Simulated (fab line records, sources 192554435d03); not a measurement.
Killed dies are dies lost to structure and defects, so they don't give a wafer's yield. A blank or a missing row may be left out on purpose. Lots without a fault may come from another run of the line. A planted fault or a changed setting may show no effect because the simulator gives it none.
Which tool did it? | flow n5_finfet | 12 lots, 36 wafers sampled, at 1 step of a route of 1938

WHAT THE GAUGES READ, wafer by wafer
N5_PMOS_HMC_CHANNEL_EPI_INSPECT_30: inspects for defects (darkfield).
lot  | measured    | on                | raw_defect_count
L075 | day 2 03:45 | defect_inspect-02 | 18 10 22
L077 | day 2 14:48 | defect_inspect-01 | 20 14 22
L079 | day 3 04:08 | defect_inspect-01 | 18 17 20
L081 | day 3 14:46 | defect_inspect-02 | 21 19 23
L083 | day 4 02:08 | defect_inspect-02 | 21 28 13
L085 | day 4 13:55 | defect_inspect-02 | 18 18 18
L087 | day 5 01:53 | defect_inspect-02 | 22 31 37
L089 | day 5 14:40 | defect_inspect-01 | 16 15 17
L091 | day 6 02:56 | defect_inspect-01 | 14 14 11
L093 | day 6 14:10 | defect_inspect-02 | 39 22 22
L095 | day 7 02:02 | defect_inspect-02 | 27 37 21
L097 | day 7 16:18 | defect_inspect-02 | 13 17 15

WHICH TOOL RAN EACH LOT (tool, then ch and the chambers of the sampled wafers, then the start)
The record holds no process step before these readings.

THE ANSWER, worked out from the rows above alone
Rule: what is usual is taken from the lots themselves. Put in order of their means at a reading, lots are off if they are a third of the lots or fewer, leave a main group of 4 or more, and stand apart from it by a gap of 3 or more times the standard deviation of the main group's means; of several such gaps the widest counts. A main group whose means are all the same, to the digits that the tables above print for the reading, isn't used. A lot without any number at a reading at which 4 lots or more have one is off too. The other lots that the step has rows for count as sound.
No lot is off at any reading shown: from this, nothing can be told.

WHAT THE SIMULATOR HAD PUT IN
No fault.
